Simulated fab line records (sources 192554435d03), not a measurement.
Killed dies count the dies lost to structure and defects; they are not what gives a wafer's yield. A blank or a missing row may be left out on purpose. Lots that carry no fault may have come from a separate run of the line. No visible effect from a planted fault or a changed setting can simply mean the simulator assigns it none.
Which tool did it? | flow n5-finfet | 24 lots with 72 wafers sampled at 5 steps, on a route of 1938 steps

## WHAT THE GAUGES READ, wafer by wafer
N5_BEOL_M1_OVL_MEAS_29.
lot  | measured     | on         | V0_OVL (nm)
L074 | day 6 02:00  | overlay-02 | -0.1 0.6 0.1
L076 | day 6 15:14  | overlay-02 | 0.1 0.8 0.7
L075 | day 6 15:31  | overlay-01 | -0.2 0.5 0.1
L077 | day 7 06:15  | overlay-02 | 1.3 0.6 1.6
L078 | day 7 06:21  | overlay-02 | 0.5 0.2 0.6
L079 | day 7 10:07  | overlay-02 | -0.8 -0.8 -0.3
L080 | day 7 14:04  | overlay-02 | -0.6 -0.4 0.1
L081 | day 7 22:48  | overlay-01 | -0.2 -0.6 -0.4
L082 | day 8 03:58  | overlay-02 | 0.1 0.8 -0.2
L083 | day 8 04:13  | overlay-02 | -0.3 -0.3 -0.3
L084 | day 8 11:50  | overlay-02 | 0.6 0.2 0.5
L085 | day 9 02:47  | overlay-02 | 1.2 0.8 1.9
L086 | day 9 07:20  | overlay-02 | 0.1 0.4 -0.4
L087 | day 9 09:51  | overlay-02 | -0.3 -0.3 0.0
L088 | day 9 13:02  | overlay-02 | 0.0 -1.1 -0.1
L089 | day 10 02:00 | overlay-02 | -0.3 0.1 -0.6
L090 | day 10 02:56 | overlay-02 | -0.3 0.0 -0.9
L091 | day 10 11:07 | overlay-01 | -0.3 0.3 -0.5
L092 | day 10 16:04 | overlay-02 | 0.1 -0.7 0.6
L093 | day 11 02:09 | overlay-01 | -0.2 0.9 0.6
L094 | day 11 02:13 | overlay-02 | -0.1 0.1 0.9
L095 | day 11 12:08 | overlay-01 | 1.3 0.5 0.6
L096 | day 11 21:02 | overlay-02 | 0.4 -0.2 0.3
L097 | day 11 23:28 | overlay-01 | 0.5 0.5 1.2

N5_BEOL_M2_INSPECT_13: inspects for defects (brightfield).
lot  | measured     | on                | raw-defect-count
L074 | day 6 16:56  | defect-inspect-01 | 435 323 310
L076 | day 7 13:30  | defect-inspect-01 | 290 299 308
L075 | day 7 05:44  | defect-inspect-01 | 345 325 421
L077 | day 7 15:10  | defect-inspect-01 | 362 314 312
L078 | day 7 16:51  | defect-inspect-02 | 479 460 674
L079 | day 7 17:09  | defect-inspect-01 | 258 326 272
L080 | day 8 02:52  | defect-inspect-02 | 366 331 288
L081 | day 8 07:20  | defect-inspect-01 | 334 326 460
L082 | day 8 11:01  | defect-inspect-02 | 356 354 383
L083 | day 9 00:08  | defect-inspect-01 | 364 202 252
L084 | day 9 01:07  | defect-inspect-02 | 416 354 418
L085 | day 9 22:15  | defect-inspect-02 | 457 415 511
L086 | day 9 16:56  | defect-inspect-02 | 522 368 511
L087 | day 9 17:25  | defect-inspect-02 | 356 371 413
L088 | day 10 02:34 | defect-inspect-01 | 299 319 319
L089 | day 10 15:01 | defect-inspect-02 | 290 279 359
L090 | day 10 18:05 | defect-inspect-01 | 445 249 312
L091 | day 11 10:40 | defect-inspect-01 | 401 404 381
L092 | day 11 13:30 | defect-inspect-01 | 427 438 420
L093 | day 11 16:53 | defect-inspect-01 | 356 388 352
L094 | day 12 05:27 | defect-inspect-02 | 670 676 551
L095 | day 11 23:41 | defect-inspect-01 | 483 394 344
L096 | day 12 10:50 | defect-inspect-02 | 355 390 524
L097 | day 12 11:39 | defect-inspect-01 | 370 432 344

## EACH LOT AND THE TOOL THAT RAN IT (in order: tool; ch and the chambers of the sampled wafers; start)
lot  | N5_BEOL_M1_ALD_98                 | N5_BEOL_M1_SURFACE_TREAT_85  | N5_BEOL_M1_ANNEAL_80
L074 | ald-sin-04 ch 1,2, day 6 02:38    | pvd-sputter-01, day 6 11:07  | pvd-sputter-01, day 6 11:51
L076 | ald-sin-04 ch 1,2, day 6 15:31    | pvd-sputter-02, day 7 09:19  | pvd-sputter-03, day 7 09:55
L075 | ald-sin-04 ch 0,2,3, day 6 15:44  | pvd-sputter-03, day 7 01:22  | pvd-sputter-03, day 7 01:54
L077 | ald-sin-01 ch 0,2, day 7 06:29    | pvd-sputter-02, day 7 09:22  | pvd-sputter-01, day 7 09:59
L078 | ald-sin-04 ch 2,3, day 7 06:38    | pvd-sputter-03, day 7 12:17  | pvd-sputter-03, day 7 12:49
L079 | ald-sin-04 ch 0,1,2, day 7 10:21  | pvd-sputter-01, day 7 12:38  | pvd-sputter-01, day 7 13:10
L080 | ald-sin-02 ch 0,1,3, day 7 14:17  | pvd-sputter-03, day 7 22:25  | pvd-sputter-01, day 7 22:58
L081 | ald-sin-04 ch 1,2,3, day 7 23:02  | pvd-sputter-02, day 8 02:46  | pvd-sputter-03, day 8 03:18
L082 | ald-sin-02 ch 0,1,2, day 8 04:13  | pvd-sputter-02, day 8 05:44  | pvd-sputter-02, day 8 06:34
L083 | ald-sin-04 ch 0,1,3, day 8 05:31  | pvd-sputter-02, day 8 17:45  | pvd-sputter-01, day 8 18:57
L084 | ald-sin-04 ch 0,1, day 8 12:39    | pvd-sputter-01, day 8 20:45  | pvd-sputter-03, day 8 21:25
L085 | ald-sin-02 ch 1,2, day 9 03:04    | pvd-sputter-02, day 9 18:07  | pvd-sputter-03, day 9 18:44
L086 | ald-sin-02 ch 0,1,3, day 9 07:49  | pvd-sputter-02, day 9 09:08  | pvd-sputter-01, day 9 11:19
L087 | ald-sin-02 ch 0,2, day 9 10:37    | pvd-sputter-03, day 9 12:34  | pvd-sputter-03, day 9 13:10
L088 | ald-sin-01 ch 2,3, day 9 13:28    | pvd-sputter-03, day 9 21:35  | pvd-sputter-03, day 9 22:15
L089 | ald-sin-04 ch 0,1,2, day 10 02:28 | pvd-sputter-02, day 10 10:13 | pvd-sputter-02, day 10 11:12
L090 | ald-sin-04 ch 0,3, day 10 03:10   | pvd-sputter-02, day 10 10:52 | pvd-sputter-01, day 10 12:55
L091 | ald-sin-02 ch 0,2,3, day 10 11:43 | pvd-sputter-02, day 11 06:03 | pvd-sputter-01, day 11 06:50
L092 | ald-sin-01 ch 0,2,3, day 10 17:00 | pvd-sputter-01, day 11 06:05 | pvd-sputter-01, day 11 08:41
L093 | ald-sin-04 ch 1,2,3, day 11 02:30 | pvd-sputter-02, day 11 10:41 | pvd-sputter-02, day 11 11:28
L094 | ald-sin-01 ch 0,1,3, day 11 02:37 | pvd-sputter-01, day 11 23:04 | pvd-sputter-01, day 11 23:49
L095 | ald-sin-02 ch 1,2, day 11 12:22   | pvd-sputter-03, day 11 19:37 | pvd-sputter-03, day 11 20:08
L096 | ald-sin-02 ch 0,1,2, day 11 21:54 | pvd-sputter-01, day 12 05:55 | pvd-sputter-02, day 12 06:38
L097 | ald-sin-04 ch 1,3, day 12 00:09   | pvd-sputter-01, day 12 05:57 | pvd-sputter-01, day 12 08:14
- N5_BEOL_M1_ALD_98: deposits SiO2, target thk 2.5 nm, pulse time 1 s, co reactant pulse time 1 s.
- N5_BEOL_M1_SURFACE_TREAT_85
- N5_BEOL_M1_ANNEAL_80: time 240 s.

## AS READ BY THE TOOLS THEMSELVES (means over the sampled wafers that have a number; for cases with no such wafer, the mark the record gives instead)
N5_BEOL_M1_ALD_98.
lot  | tool       | heater-power-w (W) | precursor-pulse-height-rel
L074 | ald-sin-04 | 81                 | 1.007
L076 | ald-sin-04 | 80                 | 1.001
L075 | ald-sin-04 | 73                 | 0.989
L077 | ald-sin-01 | 77                 | 0.981
L078 | ald-sin-04 | 81                 | 0.996
L079 | ald-sin-04 | 71                 | 0.993
L080 | ald-sin-02 | 73                 | 0.987
L081 | ald-sin-04 | 76                 | 1.005
L082 | ald-sin-02 | 79                 | 0.994
L083 | ald-sin-04 | 67                 | 1.003
L084 | ald-sin-04 | 67                 | 0.996
L085 | ald-sin-02 | 78                 | 0.984
L086 | ald-sin-02 | 72                 | 1.008
L087 | ald-sin-02 | 82                 | 1.021
L088 | ald-sin-01 | 79                 | 1.015
L089 | ald-sin-04 | 72                 | 1.002
L090 | ald-sin-04 | 69                 | 1.004
L091 | ald-sin-02 | 79                 | 0.978
L092 | ald-sin-01 | 80                 | 1.008
L093 | ald-sin-04 | 76                 | 0.988
L094 | ald-sin-01 | 86                 | 0.997
L095 | ald-sin-02 | 77                 | 0.997
L096 | ald-sin-02 | 81                 | 1.014
L097 | ald-sin-04 | 72                 | 1.010

N5_BEOL_M1_ANNEAL_80.
lot  | tool           | heater-power-w (W)
L074 | pvd-sputter-01 | 752
L076 | pvd-sputter-03 | 834
L075 | pvd-sputter-03 | 828
L077 | pvd-sputter-01 | 790
L078 | pvd-sputter-03 | 844
L079 | pvd-sputter-01 | 808
L080 | pvd-sputter-01 | 804
L081 | pvd-sputter-03 | 825
L082 | pvd-sputter-02 | 821
L083 | pvd-sputter-01 | 775
L084 | pvd-sputter-03 | 814
L085 | pvd-sputter-03 | 817
L086 | pvd-sputter-01 | 791
L087 | pvd-sputter-03 | 825
L088 | pvd-sputter-03 | 817
L089 | pvd-sputter-02 | 834
L090 | pvd-sputter-01 | 777
L091 | pvd-sputter-01 | 816
L092 | pvd-sputter-01 | 777
L093 | pvd-sputter-02 | 820
L094 | pvd-sputter-01 | 766
L095 | pvd-sputter-03 | 838
L096 | pvd-sputter-02 | 803
L097 | pvd-sputter-01 | 822

## THE ANSWER, worked out from the rows above alone
Rule: the lots themselves supply what counts as usual. Put in order of their means at a reading, lots are off if they are a third of the lots or fewer, leave a main group of 4 or more, and stand apart from it by a gap of 3 or more times the standard deviation of the main group's means; of several such gaps the widest counts. Not used: any main group whose means are identical at the precision the tables above print for the reading. Also off: a lot with no number at a reading for which 4 or more lots have one. The other lots that the step has rows for count as sound. The gauges are gone through in route order, then the tools' own readings, and for those a lot's mean is taken as printed above. At the first step where some lot is off, the reading lying furthest off is the one used; lots without a number count as furthest.
No lot is off on any of the readings shown, so nothing can be concluded from this.

## WHAT THE SIMULATOR HAD INSERTED
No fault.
